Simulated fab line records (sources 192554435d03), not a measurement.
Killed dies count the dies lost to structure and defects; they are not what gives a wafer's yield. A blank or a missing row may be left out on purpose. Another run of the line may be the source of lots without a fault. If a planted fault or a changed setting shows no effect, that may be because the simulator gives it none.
One fault through the eyes of 2 desks | flow n5-finfet | numbers are kept per desk, each desk with only its own; the story behind them comes last

AT THE METROLOGY DESK
Lot by lot, what the gauges showed, no matter which tool ran the lot: averages of those sampled wafers that carry a number. If a lot's mean is further than 4 standard deviations from the usual mean, the lot is out of limits and carries the mark OUT (the distance appears in the brackets). Shown here are 7 of its 12 readings, the ones lying furthest out on some lot.
Columns: A = cd-nm at N5_FIN_SAQP_CD_MEAS_37, usual 8.12 nm; B = FIN_CUT_OVL at N5_FIN_CUT_OVL_MEAS_09, usual -0.7 nm; C = DIBL_N at N5_BEOL_M4_RC_MEAS_101, usual 36.3 mV/V; D = IOFF_P at N5_BEOL_M4_RC_MEAS_101, usual 0.211 nA/um; E = ION_N at N5_BEOL_M4_RC_MEAS_101, usual 672 uA/um; F = ION_P at N5_BEOL_M4_RC_MEAS_101, usual 462 uA/um; G = VT_N at N5_BEOL_M4_RC_MEAS_101, usual 249.9 mV
lot  | first seen here | A    | B    | C    | D     | E   | F   | G
L333 | day 2 08:16     | 8.17 | -0.8 | 36.8 | 0.225 | 674 | 461 | 247.7
L334 | day 2 14:02     | 8.25 | 0.2  | 35.4 | 0.175 | 670 | 454 | 249.8
L336 | day 3 02:48     | 7.93 | -0.4 | 36.5 | 0.238 | 672 | 469 | 249.2
L343 | day 4 22:30     | 7.93 | -0.4 | 37.4 | 0.190 | 664 | 451 | 251.6
L345 | day 5 10:42     | 7.80 | 0.1  | 36.3 | 0.231 | 659 | 458 | 253.6
L347 | day 5 20:55     | 8.13 | -0.6 | 35.4 | 0.214 | 671 | 463 | 248.9
L348 | day 6 02:20     | 8.18 | -0.6 | 35.3 | 0.200 | 664 | 459 | 252.7
L350 | day 6 14:52     | 8.11 | -0.9 | 37.6 | 0.215 | 675 | 461 | 249.6
L353 | day 7 07:55     | 8.08 | -0.6 | 34.7 | 0.236 | 669 | 469 | 249.5
Finding of this desk: none of the 9 lots has anything out of limits.

DESK OF THE TOOL OWNER: rie-diel-06
The tool's own readings at N5_FIN_CUT_CUT_ETCH_26 (etches SiNx in CH3F/O2, target depth 39 nm, time 55.7 s): means of the sampled wafers that have a number, for each lot that ran on this tool. If a lot's mean is further than 4 standard deviations from the usual mean, the lot is out of limits and carries the mark OUT (the distance appears in the brackets). It has 9 readings, of which 7 appear: the earliest out of limits, and the ones furthest out on some lot.
Columns: A = chamber-pressure-mTorr at N5_FIN_CUT_CUT_ETCH_26, usual 30.00 mTorr; B = oes_ar_750_au at N5_FIN_CUT_CUT_ETCH_26, usual 0.81 a.u.; C = oes_f_703_au at N5_FIN_CUT_CUT_ETCH_26, usual 0.81 a.u.; D = oes-product-au at N5_FIN_CUT_CUT_ETCH_26, usual 0.81 a.u.; E = rf-fwd-power-W at N5_FIN_CUT_CUT_ETCH_26, usual 391.0 W; F = rf-vpp-V at N5_FIN_CUT_CUT_ETCH_26, usual 296 V; G = throttle-valve-pct at N5_FIN_CUT_CUT_ETCH_26, usual 16.36 %
lot  | first seen here | A     | B    | C    | D    | E               | F             | G
L334 | day 2 15:01     | 30.03 | 0.81 | 0.81 | 0.81 | 388.8           | 296           | 16.21
L336 | day 3 03:55     | 30.01 | 0.76 | 0.76 | 0.74 | 389.6           | 293           | 16.39
L345 | day 5 11:51     | 30.02 | 0.63 | 0.52 | 0.69 | 295.7 (-60) OUT | 334 (+12) OUT | 16.43
L347 | day 5 21:55     | 30.02 | 0.66 | 0.55 | 0.72 | 295.5 (-60) OUT | 337 (+12) OUT | 16.26
This desk's finding: out of limits on L345, L347; first on L345, day 5 11:51 (rf-fwd-power-W at N5_FIN_CUT_CUT_ETCH_26). Within limits: L334, L336.

ALL TOGETHER
An alarm could have come from the tool owner's desk at day 5 11:51, on L345, L347.
Nothing out of limits was seen by the metrology desk.
The metrology desk holds a record of L345, L347, inside its limits.
N5_FIN_CUT_CUT_ETCH_26 was run on rie-diel-06 by each of the lots named.

WHAT THE SIMULATOR HAD PUT IN
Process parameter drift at N5_FIN_CUT_CUT_ETCH_26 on rie-diel-06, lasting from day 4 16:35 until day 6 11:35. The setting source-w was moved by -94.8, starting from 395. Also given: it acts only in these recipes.
Shown lots that were struck: L345, L347.
How many hours passed from the start of the fault until each desk's first out-of-limits reading: the tool owner's desk, 19.
